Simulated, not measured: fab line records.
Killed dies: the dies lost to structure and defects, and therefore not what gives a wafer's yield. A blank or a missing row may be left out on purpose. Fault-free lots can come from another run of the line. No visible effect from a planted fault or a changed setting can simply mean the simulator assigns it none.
fab line records    flow n5-finfet
[record] lots = 24  wafers = 72  last-day = 18
route steps=1938 shown BEOL_M8@1385 BEOL_M9@1403
lots with no fault: from the same line, run without faults
start-h: the number of hours between the record's first day and the start of the first shown wafer of the lot    wait-h: time in hours since the lot's previous step    " identical to the entry in the row above    L1.1+2: one row covering several wafers at once    - no value present, or no start provided    * or withheld: withheld    < > ~ a bound
route shown NAME@n: names a module that has steps shown in the file, with the first one's number in the route    usual: mean and standard deviation over wafers with no fault    same: alike in all rows    chamber/n: place in a boat    sites: the reading at each site    _std_site: how widely they spread, as a standard deviation    _edge_site: outer sites' mean less inner sites'    radius-mm: how far each site lies from the wafer's centre    mask NAME#n: copy n    behind: the last tool/chamber to shape the wafer    hold: what put the lot on hold/how long, in hours/how the hold closed    device: names the non-switching transistor (n, p or np)    end of line: at the end of the route, the tests of the same wafers    for a step that has no rows: nothing shown but its recipe    killed: at the first sort, the dies lost to defects and structure; wafer yield is something else    map: a wafer's dies, x killed, . not, _ none there
set.NAME: the setting the step ran with; set.NAME@STEP: the setting that earlier step ran with    model.NAME: the simulator's own value behind a step, which no gauge read
a sample of lots followed through the steps of the route, with each step as a table and each wafer as a row
services: a tool's chamber out of use, with start hour (start-h, from the record's first day; less than 0 if before it), hours out, and reason
[[steps]]
[step N5_BEOL_M8_CD_MEAS_35]
[recipe] target-cd-nm = 40  polarity = opening
[usual] cd-nm = 39.9/0.59
lot.wafer  tool       chamber  start-h  wait-h  cd-nm
L075.1     cd-sem-02  -        207.71   0.0     38.8
L075.3     "          -        "        "       39.7
L075.6     "          -        "        "       39.3
L074.4     cd-sem-01  -        207.78   0.0     39.1
L074.5     "          -        "        "       39.0
L074.6     "          -        "        "       39.9
L076.3     cd-sem-02  -        212.18   0.0     39.5
L076.4     "          -        "        "       39.8
L076.6     "          -        "        "       40.5
L077.1     cd-sem-02  -        219.11   0.0     40.0
L077.2     "          -        "        "       40.5
L077.6     "          -        "        "       38.8
L078.3     cd-sem-02  -        221.87   0.0     39.8
L078.4     "          -        "        "       40.0
L078.5     "          -        "        "       39.2
L079.1     cd-sem-02  -        224.12   0.0     40.0
L079.4     "          -        "        "       40.7
L079.5     "          -        "        "       40.1
L080.2     cd-sem-02  -        231.48   0.0     40.1
L080.3     "          -        "        "       39.6
L080.5     "          -        "        "       40.6
L081.2     cd-sem-03  -        245.82   0.0     40.5
L081.3     "          -        "        "       39.6
L081.6     "          -        "        "       40.6
L082.1     cd-sem-02  -        249.12   0.0     41.2
L082.4     "          -        "        "       40.5
L082.5     "          -        "        "       39.3
L083.1     cd-sem-01  -        252.55   0.0     39.9
L083.3     "          -        "        "       40.6
L083.4     "          -        "        "       39.6
L084.1     cd-sem-01  -        261.51   0.0     40.3
L084.3     "          -        "        "       40.7
L084.6     "          -        "        "       40.7
L085.1     cd-sem-02  -        267.75   0.0     40.2
L085.4     "          -        "        "       39.3
L085.5     "          -        "        "       39.3
L086.3     cd-sem-01  -        272.83   0.0     40.3
L086.5     "          -        "        "       39.7
L086.6     "          -        "        "       40.8
L088.2     cd-sem-01  -        281.66   0.0     38.9
L088.3     "          -        "        "       39.3
L088.4     "          -        "        "       39.6
L089.2     cd-sem-01  -        283.52   0.0     40.7
L089.3     "          -        "        "       39.5
L089.4     "          -        "        "       39.6
L090.1     cd-sem-01  -        289.12   0.0     39.3
L090.3     "          -        "        "       39.6
L090.4     "          -        "        "       40.5
L087.1     cd-sem-02  -        289.52   0.0     39.0
L087.3     "          -        "        "       38.2
L087.5     "          -        "        "       40.1
L091.3     cd-sem-03  -        291.67   0.0     40.2
L091.4     "          -        "        "       40.0
L091.5     "          -        "        "       40.2
L092.4     cd-sem-03  -        329.28   0.0     40.5
L092.5     "          -        "        "       40.2
L092.6     "          -        "        "       40.5
L093.1     cd-sem-01  -        329.96   0.0     40.2
L093.4     "          -        "        "       39.9
L093.5     "          -        "        "       39.9
L097.2     cd-sem-03  -        330.48   0.0     40.2
L097.3     "          -        "        "       40.3
L097.5     "          -        "        "       40.9
L094.1     cd-sem-03  -        331.66   0.0     39.1
L094.2     "          -        "        "       38.4
L094.4     "          -        "        "       39.5
L095.2     cd-sem-02  -        338.42   0.0     40.4
L095.3     "          -        "        "       40.4
L095.6     "          -        "        "       39.9
L096.3     cd-sem-01  -        356.33   0.0     39.6
L096.4     "          -        "        "       39.3
L096.5     "          -        "        "       39.3
[step N5_BEOL_M8_ALD_77]
[recipe] material = TaN  target-thk-a = 20  temp-c = 275  ald-precursor-family = PDMAT  ald-co-reactant = NH3  pressure-torr = 3  carrier-flow-sccm = 1500  pulse-time-s = 2  purge-time-s = 3  co-reactant-purge-time-s = 2  co-reactant-pulse-time-s = 3  ald-cycles = 40  precursor-vessel-temp-c = 75  precursor-vessel-pressure-torr = 26.25  precursor-vessel-carrier-sccm = 1000
[usual] heater-power-w = 406/45
[same] pulse-time-s = 2
lot.wafer  tool          chamber  start-h  wait-h  heater-power-w  since-wet-clean-h
L075.1     ald-metal-01  0        208.52   0.0     417             4487
L075.3     "             0        "        "       432             -
L075.6     "             0        "        "       423             -
L074.4     ald-metal-02  1        208.56   0.0     372             1410
L074.5     "             3        "        "       433             -
L074.6     "             0        "        "       407             -
L076.3     ald-metal-03  3        212.65   0.0     330             6029
L076.4     "             0        "        "       420             6029
L076.6     "             2        "        "       394             -
L077.1     ald-metal-03  0        221.86   0.3     413             6039
L077.2     "             2        "        "       397             6039
L077.6     "             1        "        "       456             -
L078.3     ald-metal-02  3        222.41   0.0     443             1424
L078.4     "             0        "        "       408             -
L078.5     "             1        "        "       393             -
L079.1     ald-metal-02  1        226.15   0.1     380             1427
L079.4     "             1        "        "       383             -
L079.5     "             0        "        "       401             -
L080.2     ald-metal-03  0        233.95   0.0     420             6051
L080.3     "             1        "        "       470             6051
L080.5     "             1        "        "       469             -
L081.2     ald-metal-03  1        246.32   0.0     465             6063
L081.3     "             2        "        "       384             6063
L081.6     "             1        "        "       466             -
L082.1     ald-metal-03  0        249.72   0.1     414             6067
L082.4     "             3        "        "       327             6067
L082.5     "             3        "        "       338             -
L083.1     ald-metal-02  1        253.06   0.0     397             1454
L083.3     "             3        "        "       449             1454
L083.4     "             2        "        "       476             1454
L084.1     ald-metal-03  3        262.35   0.0     323             6079
L084.3     "             0        "        "       414             6079
L084.6     "             2        "        "       403             -
L085.1     ald-metal-03  0        268.23   0.0     410             6085
L085.4     "             2        "        "       409             6085
L085.5     "             3        "        "       330             -
L086.3     ald-metal-03  1        273.34   0.0     462             6090
L086.5     "             1        "        "       459             -
L086.6     "             2        "        "       394             -
L088.2     ald-metal-03  2        282.48   0.0     404             6099
L088.3     "             1        "        "       454             6099
L088.4     "             0        "        "       419             6099
L089.2     ald-metal-03  3        285.60   0.0     329             6102
L089.3     "             0        "        "       413             6102
L089.4     "             2        "        "       396             6102
L090.1     ald-metal-03  3        289.58   0.0     335             6106
L090.3     "             1        "        "       465             6106
L090.4     "             0        "        "       412             6106
L087.1     ald-metal-03  3        291.51   0.0     327             6108
L087.3     "             0        "        "       423             6108
L087.5     "             3        "        "       328             -
L091.3     ald-metal-03  3        292.21   0.0     329             6109
L091.4     "             0        "        "       416             6109
L091.5     "             2        "        "       397             -
L092.4     ald-metal-03  2        330.75   0.3     405             6148
L092.5     "             0        "        "       411             -
L092.6     "             3        "        "       331             -
L093.1     ald-metal-01  0        331.06   0.2     430             4609
L093.4     "             3        "        "       450             -
L093.5     "             0        "        "       432             -
L097.2     ald-metal-03  3        331.70   0.2     332             6149
L097.3     "             2        "        "       405             6149
L097.5     "             0        "        "       403             -
L094.1     ald-metal-02  0        332.64   0.1     391             1534
L094.2     "             3        "        "       441             1534
L094.4     "             1        "        "       381             1534
L095.2     ald-metal-02  3        339.02   0.1     428             1540
L095.3     "             0        "        "       405             1540
L095.6     "             1        "        "       377             -
L096.3     ald-metal-03  1        356.86   0.0     436             6
L096.4     "             3        "        "       314             6
L096.5     "             3        "        "       328             -
[step N5_BEOL_M8_DEP_56]
[recipe] material = SiCN  target-thk-a = 100  temp-c = withheld  precursor = 3MS/NH3  pressure-torr = 3  rf-w = 202  time-s = 17.5
[usual] showerhead-plenum-p-Torr = 3.666/0.016  showerhead-vpp-V = 882/64  throttle-valve-pct = 9.1/0.58
lot.wafer  tool      chamber  start-h  wait-h  showerhead-plenum-p-Torr  showerhead-vpp-V  since-wet-clean-h  throttle-valve-pct
L074.4     pecvd-02  1        211.14   0.0     3.657                     875               -                  10.0
L074.5     "         0        "        "       3.689                     957               -                  9.4
L074.6     "         2        "        "       3.666                     868               -                  8.6
L075.1     pecvd-04  1        211.42   0.0     3.647                     887               1459               8.8
L075.3     "         1        "        "       3.632                     869               -                  8.8
L075.6     "         0        "        "       3.674                     779               -                  8.6
L076.3     pecvd-01  2        214.35   0.0     3.642                     798               164                8.6
L076.4     "         2        "        "       3.650                     804               -                  8.6
L076.6     "         1        "        "       3.699                     972               -                  9.5
L077.1     pecvd-01  2        223.25   0.0     3.646                     799               173                8.9
L077.2     "         0        "        "       3.665                     913               927                8.8
L077.6     "         1        "        "       3.704                     994               -                  9.8
L078.3     pecvd-01  0        223.84   0.0     3.670                     936               928                8.9
L078.4     "         2        "        "       3.642                     791               -                  8.8
L078.5     "         1        "        "       3.697                     984               -                  9.9
L079.1     pecvd-02  1        227.79   0.0     3.670                     870               2019               10.2
L079.4     "         1        "        "       3.666                     865               -                  10.1
L079.5     "         2        "        "       3.655                     869               -                  8.6
L080.2     pecvd-04  2        235.42   0.0     3.665                     876               4                  8.2
L080.3     "         0        "        "       3.661                     768               253                8.1
L080.5     "         0        "        "       3.668                     794               -                  8.7
L081.2     pecvd-02  0        247.82   0.0     3.675                     953               1314               9.4
L081.3     "         2        "        "       3.658                     878               236                8.6
L081.6     "         2        "        "       3.657                     867               -                  8.7
L082.1     pecvd-01  0        251.50   0.0     3.670                     937               955                8.8
L082.4     "         1        "        "       3.695                     984               -                  9.8
L082.5     "         0        "        "       3.662                     932               -                  8.7
L083.1     pecvd-01  0        254.61   0.0     3.675                     937               958                8.8
L083.3     "         1        "        "       3.691                     975               1683               9.9
L083.4     "         2        "        "       3.649                     800               -                  8.7
L084.1     pecvd-04  2        264.19   0.0     3.669                     893               33                 8.3
L084.3     "         1        "        "       3.651                     861               1512               8.9
L084.6     "         1        "        "       3.637                     867               -                  9.0
L085.1     pecvd-02  2        269.94   0.0     3.674                     855               258                8.8
L085.4     "         2        "        "       3.663                     866               -                  8.8
L085.5     "         0        "        "       3.689                     947               -                  9.4
L086.3     pecvd-04  2        276.64   0.0     3.670                     901               45                 8.4
L086.5     "         2        "        "       3.675                     877               -                  8.7
L086.6     "         1        "        "       3.646                     868               -                  8.8
L088.2     pecvd-01  0        283.80   0.0     3.674                     942               988                8.7
L088.3     "         1        "        "       3.689                     973               1713               9.8
L088.4     "         0        "        "       3.675                     937               -                  8.9
L089.2     pecvd-01  0        287.01   0.0     3.670                     918               991                8.7
L089.3     "         2        "        "       3.639                     804               237                8.9
L089.4     "         2        "        "       3.635                     813               -                  8.7
L090.1     pecvd-01  2        291.76   0.0     3.659                     811               242                8.7
L090.3     "         1        "        "       3.680                     973               1721               9.6
L090.4     "         1        "        "       3.689                     982               -                  9.7
L087.1     pecvd-04  2        292.89   0.0     3.667                     896               62                 8.6
L087.3     "         0        "        "       3.663                     770               310                8.5
L087.5     "         1        "        "       3.647                     867               -                  9.0
L091.3     pecvd-02  0        294.01   0.0     3.681                     979               1360               9.7
L091.4     "         1        "        "       3.663                     864               -                  10.2
L091.5     "         0        "        "       3.681                     956               -                  9.8
L092.4     pecvd-04  2        332.51   0.0     3.670                     890               -                  8.2
L092.5     "         1        "        "       3.646                     866               -                  9.0
L092.6     "         0        "        "       3.672                     774               -                  8.2
L093.1     pecvd-02  1        332.91   0.0     3.655                     857               2124               10.0
L093.4     "         2        "        "       3.659                     856               -                  8.8
L093.5     "         1        "        "       3.657                     875               -                  10.4
L097.2     pecvd-01  0        333.27   0.0     3.670                     943               1037               8.9
L097.3     "         2        "        "       3.640                     795               283                8.7
L097.5     "         1        "        "       3.699                     980               -                  9.8
L094.1     pecvd-02  1        334.75   0.0     3.656                     870               2126               10.1
L094.2     "         2        "        "       3.661                     860               323                8.8
L094.4     "         1        "        "       3.669                     871               -                  10.1
L095.2     pecvd-04  1        340.53   0.0     3.656                     867               1588               8.8
L095.3     "         0        "        "       3.666                     781               358                8.6
L095.6     "         2        "        "       3.672                     911               -                  8.3
L096.3     pecvd-02  1        358.33   0.1     3.651                     868               -                  9.8
L096.4     "         1        "        "       3.656                     865               -                  9.8
L096.5     "         1        "        "       3.660                     856               -                  9.7
[step N5_BEOL_M9_THK_MEAS_01]
[recipe] reads = SiCOH_lowk_of_BEOL_M9_ILD_DEP_00
[usual] M9_ILD_THK = 267/3.6
lot.wafer  tool           chamber  start-h  wait-h  M9_ILD_THK[nm]
L074.4     film-metro-02  -        211.85   0.2     271
L074.5     "              -        "        "       271
L074.6     "              -        "        "       271
L075.1     film-metro-02  -        212.16   0.4     260
L075.3     "              -        "        "       265
L075.6     "              -        "        "       267
L076.3     film-metro-01  -        215.07   0.3     268
L076.4     "              -        "        "       267
L076.6     "              -        "        "       272
L077.1     film-metro-01  -        224.02   0.4     264
L077.2     "              -        "        "       268
L077.6     "              -        "        "       271
L078.3     film-metro-01  -        224.60   0.3     273
L078.4     "              -        "        "       274
L078.5     "              -        "        "       270
L079.1     film-metro-02  -        228.52   0.4     265
L079.4     "              -        "        "       269
L079.5     "              -        "        "       271
L080.2     film-metro-01  -        236.25   0.4     264
L080.3     "              -        "        "       264
L080.5     "              -        "        "       267
L081.2     film-metro-02  -        248.55   0.4     268
L081.3     "              -        "        "       268
L081.6     "              -        "        "       273
L082.1     film-metro-02  -        252.22   0.4     259
L082.4     "              -        "        "       265
L082.5     "              -        "        "       268
L083.1     film-metro-02  -        255.33   0.4     267
L083.3     "              -        "        "       268
L083.4     "              -        "        "       271
L084.1     film-metro-01  -        264.91   0.4     265
L084.3     "              -        "        "       262
L084.6     "              -        "        "       268
L085.1     film-metro-02  -        270.66   0.4     267
L085.4     "              -        "        "       270
L085.5     "              -        "        "       266
L086.3     film-metro-02  -        277.37   0.3     262
L086.5     "              -        "        "       266
L086.6     "              -        "        "       270
L088.2     film-metro-02  -        284.53   0.4     266
L088.3     "              -        "        "       264
L088.4     "              -        "        "       269
L089.2     film-metro-01  -        287.73   0.4     262
L089.3     "              -        "        "       264
L089.4     "              -        "        "       270
L090.1     film-metro-02  -        292.48   0.4     264
L090.3     "              -        "        "       261
L090.4     "              -        "        "       268
L087.1     film-metro-02  -        293.62   0.4     261
L087.3     "              -        "        "       267
L087.5     "              -        "        "       268
L091.3     film-metro-02  -        294.75   0.3     262
L091.4     "              -        "        "       269
L091.5     "              -        "        "       268
L092.4     film-metro-02  -        333.27   0.2     272
L092.5     "              -        "        "       269
L092.6     "              -        "        "       269
L093.1     film-metro-02  -        333.63   0.4     267
L093.4     "              -        "        "       270
L093.5     "              -        "        "       265
L097.2     film-metro-01  -        333.99   0.4     264
L097.3     "              -        "        "       257
L097.5     "              -        "        "       267
L094.1     film-metro-01  -        335.47   0.4     267
L094.2     "              -        "        "       268
L094.4     "              -        "        "       275
L095.2     film-metro-01  -        341.25   0.4     263
L095.3     "              -        "        "       268
L095.6     "              -        "        "       270
L096.3     film-metro-02  -        359.09   0.3     266
L096.4     "              -        "        "       271
L096.5     "              -        "        "       269
[step N5_BEOL_M9_INSPECT_30]
[recipe] mode = adi  inspect-instrument = brightfield
[usual] raw-defect-count = 407/83
lot.wafer  tool               chamber  start-h  wait-h  raw-defect-count
L074.4     defect-inspect-02  -        213.77   0.0     232
L074.5     "                  -        "        "       371
L074.6     "                  -        "        "       360
L075.1     defect-inspect-01  -        214.27   0.1     457
L075.3     "                  -        "        "       353
L075.6     "                  -        "        "       355
L076.3     defect-inspect-02  -        217.20   0.0     499
L076.4     "                  -        "        "       544
L076.6     "                  -        "        "       459
L078.3     defect-inspect-01  -        230.34   0.0     279
L078.4     "                  -        "        "       377
L078.5     "                  -        "        "       360
L077.1     defect-inspect-02  -        230.51   0.1     327
L077.2     "                  -        "        "       402
L077.6     "                  -        "        "       552
L079.1     defect-inspect-01  -        233.01   0.1     440
L079.4     "                  -        "        "       332
L079.5     "                  -        "        "       439
L080.2     defect-inspect-01  -        238.51   0.0     400
L080.3     "                  -        "        "       284
L080.5     "                  -        "        "       316
L081.2     defect-inspect-01  -        250.81   0.0     530
L081.3     "                  -        "        "       513
L081.6     "                  -        "        "       380
L082.1     defect-inspect-02  -        254.96   0.1     510
L082.4     "                  -        "        "       478
L082.5     "                  -        "        "       505
L083.1     defect-inspect-01  -        258.52   0.1     320
L083.3     "                  -        "        "       495
L083.4     "                  -        "        "       306
L084.1     defect-inspect-01  -        267.29   0.1     299
L084.3     "                  -        "        "       346
L084.6     "                  -        "        "       388
L085.1     defect-inspect-01  -        274.15   0.1     483
L085.4     "                  -        "        "       399
L085.5     "                  -        "        "       319
L086.3     defect-inspect-01  -        280.76   0.0     346
L086.5     "                  -        "        "       553
L086.6     "                  -        "        "       387
L088.2     defect-inspect-01  -        288.10   0.0     358
L088.3     "                  -        "        "       316
L088.4     "                  -        "        "       259
L089.2     defect-inspect-02  -        290.72   0.0     422
L089.3     "                  -        "        "       410
L089.4     "                  -        "        "       389
L090.1     defect-inspect-02  -        294.40   0.1     267
L090.3     "                  -        "        "       344
L090.4     "                  -        "        "       361
L087.1     defect-inspect-01  -        298.50   0.1     353
L087.3     "                  -        "        "       401
L087.5     "                  -        "        "       341
L091.3     defect-inspect-02  -        298.54   0.0     522
L091.4     "                  -        "        "       570
L091.5     "                  -        "        "       526
L092.4     defect-inspect-01  -        337.73   0.3     512
L092.5     "                  -        "        "       489
L092.6     "                  -        "        "       543
L093.1     defect-inspect-01  -        337.74   0.1     405
L093.4     "                  -        "        "       536
L093.5     "                  -        "        "       439
L097.2     defect-inspect-02  -        337.86   0.0     433
L097.3     "                  -        "        "       395
L097.5     "                  -        "        "       355
L094.1     defect-inspect-01  -        338.17   0.1     329
L094.2     "                  -        "        "       382
L094.4     "                  -        "        "       351
L095.2     defect-inspect-02  -        344.92   0.0     386
L095.3     "                  -        "        "       436
L095.6     "                  -        "        "       593
L096.3     defect-inspect-01  -        364.18   0.0     401
L096.4     "                  -        "        "       329
L096.5     "                  -        "        "       363
[step N5_BEOL_M9_PRE_CLEAN_45]
[recipe] gas = H2/He  time-s = 30  temp-c = 250
[usual] heater-power-w = 349/28
lot.wafer  tool            chamber  start-h  wait-h  heater-power-w
L074.4     pvd-sputter-01  -        215.53   0.0     352
L074.5     "               -        "        "       368
L074.6     "               -        "        "       395
L075.1     pvd-sputter-02  -        215.55   0.0     319
L075.3     "               -        "        "       351
L075.6     "               -        "        "       315
L076.3     pvd-sputter-03  -        218.55   0.0     351
L076.4     "               -        "        "       331
L076.6     "               -        "        "       375
L078.3     pvd-sputter-01  -        231.44   0.0     380
L078.4     "               -        "        "       334
L078.5     "               -        "        "       369
L077.1     pvd-sputter-02  -        231.81   0.0     347
L077.2     "               -        "        "       312
L077.6     "               -        "        "       311
L079.1     pvd-sputter-03  -        234.06   0.0     297
L079.4     "               -        "        "       332
L079.5     "               -        "        "       287
L080.2     pvd-sputter-03  -        239.59   0.0     287
L080.3     "               -        "        "       322
L080.5     "               -        "        "       297
L081.2     pvd-sputter-03  -        252.70   0.0     328
L081.3     "               -        "        "       346
L081.6     "               -        "        "       360
L082.1     pvd-sputter-01  -        256.47   0.0     346
L082.4     "               -        "        "       331
L082.5     "               -        "        "       365
L083.1     pvd-sputter-02  -        260.96   0.0     363
L083.3     "               -        "        "       315
L083.4     "               -        "        "       310
L084.1     pvd-sputter-01  -        268.47   0.0     341
L084.3     "               -        "        "       380
L084.6     "               -        "        "       373
L085.1     pvd-sputter-02  -        276.18   0.0     309
L085.4     "               -        "        "       362
L085.5     "               -        "        "       347
L086.3     pvd-sputter-03  -        281.90   0.0     333
L086.5     "               -        "        "       355
L086.6     "               -        "        "       295
L088.2     pvd-sputter-01  -        289.79   0.0     392
L088.3     "               -        "        "       371
L088.4     "               -        "        "       330
L089.2     pvd-sputter-01  -        292.11   0.0     378
L089.3     "               -        "        "       395
L089.4     "               -        "        "       348
L090.1     pvd-sputter-02  -        295.97   0.0     317
L090.3     "               -        "        "       310
L090.4     "               -        "        "       344
L087.1     pvd-sputter-01  -        299.82   0.0     347
L087.3     "               -        "        "       392
L087.5     "               -        "        "       372
L091.3     pvd-sputter-02  -        300.87   0.0     307
L091.4     "               -        "        "       356
L091.5     "               -        "        "       350
L092.4     pvd-sputter-01  -        338.82   0.0     376
L092.5     "               -        "        "       340
L092.6     "               -        "        "       398
L093.1     pvd-sputter-01  -        339.34   0.0     362
L093.4     "               -        "        "       393
L093.5     "               -        "        "       372
L097.2     pvd-sputter-02  -        339.40   0.0     358
L097.3     "               -        "        "       318
L097.5     "               -        "        "       355
L094.1     pvd-sputter-01  -        339.62   0.0     370
L094.2     "               -        "        "       355
L094.4     "               -        "        "       341
L095.2     pvd-sputter-03  -        346.31   0.0     337
L095.3     "               -        "        "       378
L095.6     "               -        "        "       320
L096.3     pvd-sputter-01  -        365.67   0.0     351
L096.4     "               -        "        "       376
L096.5     "               -        "        "       389
[[services]]
tool          chamber  start-h  hours  kind
pecvd-02      2        186.39   16.3   repair
ald-metal-01  3        188.97   21.4   repair
pecvd-01      -        192.75   2.8    pm
ald-metal-01  2        201.71   7.7    repair
pecvd-04      -        206.89   0.8    repair
pecvd-01      -        214.89   2.5    repair
ald-metal-02  2        216.87   25.7   repair
ald-metal-03  -        270.01   1.2    repair
ald-metal-01  -        289.09   6.0    repair
ald-metal-01  -        295.12   8.7    pm
pecvd-01      2        307.36   4.2    repair
ald-metal-01  1        310.13   26.1   repair
ald-metal-02  1        315.14   6.7    repair
ald-metal-03  -        337.25   14.0   pm
ald-metal-03  0        337.25   14.0   vent-cycle
ald-metal-03  1        337.25   14.0   vent-cycle
ald-metal-03  2        337.25   14.0   vent-cycle
ald-metal-03  3        337.25   14.0   vent-cycle
ald-metal-03  0        351.25   -      clean
ald-metal-03  1        351.25   -      clean
ald-metal-03  2        351.25   -      clean
ald-metal-03  3        351.25   -      clean
pecvd-02      2        356.25   2.6    repair
pecvd-01      1        357.67   2.1    scheduled-down
[[key]]
fault none
